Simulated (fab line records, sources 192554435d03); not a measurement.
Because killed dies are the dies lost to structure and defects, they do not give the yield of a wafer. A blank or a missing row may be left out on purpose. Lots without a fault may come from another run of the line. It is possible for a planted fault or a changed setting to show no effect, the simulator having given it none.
Matching of chambers / flow n5Finfet / N5_BEOL_M6_ETCH_72 on rieDiel-05: 4 sister chambers
The step etches underlayer in N2/H2, target depth 6.5 nm, time 5.2 s. 4 wafers are shown with their chamber, then 10 later ones without.

WAFERS, EACH WITH ITS CHAMBER
wafer=L079.3; chamber=3; showerheadPlenumPTorr (Torr)=2.60
wafer=L081.4; chamber=0; showerheadPlenumPTorr (Torr)=2.43
wafer=L093.1; chamber=2; showerheadPlenumPTorr (Torr)=2.34
wafer=L093.2; chamber=1; showerheadPlenumPTorr (Torr)=2.45

WAFERS WITH NO CHAMBER GIVEN
wafer=L093.3; showerheadPlenumPTorr (Torr)=2.42
wafer=L093.4; showerheadPlenumPTorr (Torr)=2.45
wafer=L093.5; showerheadPlenumPTorr (Torr)=2.34
wafer=L093.6; showerheadPlenumPTorr (Torr)=2.42
wafer=L094.1; showerheadPlenumPTorr (Torr)=2.42
wafer=L094.2; showerheadPlenumPTorr (Torr)=2.34
wafer=L094.3; showerheadPlenumPTorr (Torr)=2.45
wafer=L094.4; showerheadPlenumPTorr (Torr)=2.45
wafer=L094.5; showerheadPlenumPTorr (Torr)=2.34
wafer=L094.6; showerheadPlenumPTorr (Torr)=2.42

WHICH CHAMBER EACH ONE RAN IN
wafer=L093.3; from the rows above=0; in truth=0
wafer=L093.4; from the rows above=1; in truth=1
wafer=L093.5; from the rows above=2; in truth=2
wafer=L093.6; from the rows above=0; in truth=0
wafer=L094.1; from the rows above=0; in truth=0
wafer=L094.2; from the rows above=2; in truth=2
wafer=L094.3; from the rows above=1; in truth=1
wafer=L094.4; from the rows above=1; in truth=1
wafer=L094.5; from the rows above=2; in truth=2
wafer=L094.6; from the rows above=0; in truth=0
Placed correctly: 10 of 10. From these rows, 0 cannot be placed. 0 placed wrongly.
How it was worked out, from the rows above alone: a wafer's distance from a chamber is the root of the sum, over the readings, of the square of ((its reading less the chamber's mean) divided by the reading's scatter). If the next closest chamber is less than 2 further off than the closest, the wafer can't be placed; otherwise it belongs to the closest. A chamber's mean is the mean of its shown wafers. The scatter: with one shown wafer a chamber, the root of the mean of the squares of how far each hidden wafer lies from its nearest shown one.
